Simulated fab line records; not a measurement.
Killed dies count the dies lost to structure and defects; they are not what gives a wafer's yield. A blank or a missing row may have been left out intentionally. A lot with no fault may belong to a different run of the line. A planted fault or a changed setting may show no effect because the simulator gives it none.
Chamber matching    flow nand-harc    ald-hk-03 running NHARC_A_WL_FILL_ALD_10: 4 sister chambers
The step deposits SiO2, target thk 50 nm, pulse time 10 s, ald cycles 500. 20 wafers are shown with their chamber, then 10 later ones without.

== EACH WAFER AND ITS CHAMBER ==
wafer   chamber  heater-power-w (W)  susceptor-temp-C (C)  precursor-pulse-height-rel
L074.1  3        520                 300.21                0.989
L074.5  1        480                 300.00                0.962
L074.6  2        466                 300.61                0.989
L075.2  0        464                 300.04                1.006
L075.3  1        482                 300.04                1.014
L075.6  0        474                 299.93                1.038
L080.1  2        467                 300.23                0.966
L080.2  1        475                 300.05                1.002
L080.6  3        508                 299.91                1.040
L077.1  1        480                 300.24                1.035
L077.5  2        445                 299.97                1.011
L077.6  1        483                 300.06                1.003
L081.1  0        484                 300.06                1.008
L081.3  3        516                 300.00                0.982
L081.4  1        479                 300.25                1.008
L084.3  2        453                 300.03                0.997
L084.2  0        476                 300.08                0.967
L084.6  1        485                 300.43                1.011
L088.1  3        482                 300.04                1.007
L088.5  3        487                 300.31                0.976

SIGNATURES, as means of the wafers listed above
reading                     chamber 0  chamber 1  chamber 2  chamber 3  scatter within a chamber
heater-power-w              474.50     480.57     457.75     502.60     10.6
susceptor-temp-C            300.0275   300.1529   300.2100   300.0940   0.18
precursor-pulse-height-rel  1.00475    1.00500    0.99075    0.99880    0.0239
Rule: for each reading, subtract the chamber's mean from the wafer's reading, divide by that reading's scatter and square the result; add these up over the readings and take the root, which gives the wafer's distance from the chamber. If the next closest chamber is less than 2 further off than the closest, the wafer can't be placed; otherwise it belongs to the closest. The scatter: take each reading less its chamber's mean, square it, sum over the shown wafers, divide by the number of wafers less the number of chambers, and take the root.

== WAFERS WITH NO CHAMBER GIVEN ==
wafer   heater-power-w (W)  susceptor-temp-C (C)  precursor-pulse-height-rel
L088.6  487                 300.23                1.014
L093.2  500                 300.25                1.004
L093.3  451                 299.96                1.003
L093.4  460                 299.88                0.970
L094.3  459                 300.18                0.995
L094.5  465                 300.17                0.996
L094.6  487                 299.90                1.015
L095.1  443                 299.93                1.001
L095.3  486                 299.93                1.020
L095.4  489                 300.20                0.999

== CHAMBER TAKEN BY EACH ==
wafer   from the rows above                in truth
L088.6  can't be placed: 1 or 0 or 3       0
L093.2  can't be placed: 3 or 1 or 0       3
L093.3  can't be placed: 2 or 0 or 1       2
L093.4  can't be placed: 2 or 0 or 1       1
L094.3  can't be placed: 2 or 0 or 1       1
L094.5  can't be placed: 2 or 0 or 1       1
L094.6  can't be placed: 0 or 1 or 3 or 2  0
L095.1  can't be placed: 2 or 0 or 1       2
L095.3  can't be placed: 0 or 1 or 3 or 2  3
L095.4  can't be placed: 1 or 3 or 0       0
Correct placement for 0 of the 10. Unplaceable from these rows: 10, with the true chamber sitting among the candidates in 10. 0 placed wrongly.
